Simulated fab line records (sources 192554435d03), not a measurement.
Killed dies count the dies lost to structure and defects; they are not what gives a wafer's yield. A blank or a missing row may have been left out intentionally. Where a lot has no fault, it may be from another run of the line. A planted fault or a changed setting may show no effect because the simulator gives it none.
Chamber matching | flow n5Finfet | N5_BEOL_M2_ILD_DEP_00 on pecvd-03 has 3 sister chambers
The step deposits SiOC from DEMS/O2, target thk 79 nm, time 15.3 s. 6 wafers are shown with their chamber, then 12 later ones without.

== WAFERS WITH THEIR CHAMBER ==
wafer  | chamber | throttleValvePct (%) | heaterPowerW (W)
L087.1 | 1       | 11.0                 | 380
L087.2 | 2       | 11.5                 | 586
L087.3 | 0       | 13.3                 | 408
L087.4 | 1       | 11.2                 | 379
L087.5 | 2       | 11.7                 | 579
L087.6 | 0       | 13.6                 | 406

== WAFERS WITH NO CHAMBER GIVEN ==
wafer  | throttleValvePct (%) | heaterPowerW (W)
L088.3 | 11.1                 | 337
L088.5 | 11.4                 | 587
L088.6 | 13.4                 | 384
L094.1 | 13.3                 | 420
L094.2 | 11.3                 | 580
L094.6 | 11.6                 | 618
L096.1 | 13.5                 | 405
L096.2 | 11.5                 | 524
L096.6 | 11.1                 | 358
L097.1 | 11.8                 | 568
L097.3 | 11.1                 | 370
L097.5 | 13.7                 | 450

== CHAMBER TAKEN BY EACH ==
wafer  | from the rows above | in truth
L088.3 | 1                   | 1
L088.5 | 2                   | 2
L088.6 | 0                   | 0
L094.1 | 0                   | 0
L094.2 | 2                   | 2
L094.6 | 2                   | 2
L096.1 | 0                   | 0
L096.2 | 2                   | 2
L096.6 | 1                   | 1
L097.1 | 2                   | 2
L097.3 | 1                   | 1
L097.5 | 0                   | 0
Correctly placed: 12 of 12. Left unplaced by these rows: 0. Wrongly placed: 0.
How it was worked out, from the rows above alone: a wafer's distance from a chamber is the root of the sum, over the readings, of the square of ((its reading less the chamber's mean) divided by the reading's scatter). If the next closest chamber is less than 2 further off than the closest, the wafer can't be placed; otherwise it belongs to the closest. Each chamber's mean is taken over the wafers shown for it. The scatter is the square root of a quotient: the sum, over the shown wafers, of each reading's squared deviation from its chamber's mean, divided by wafers minus chambers.
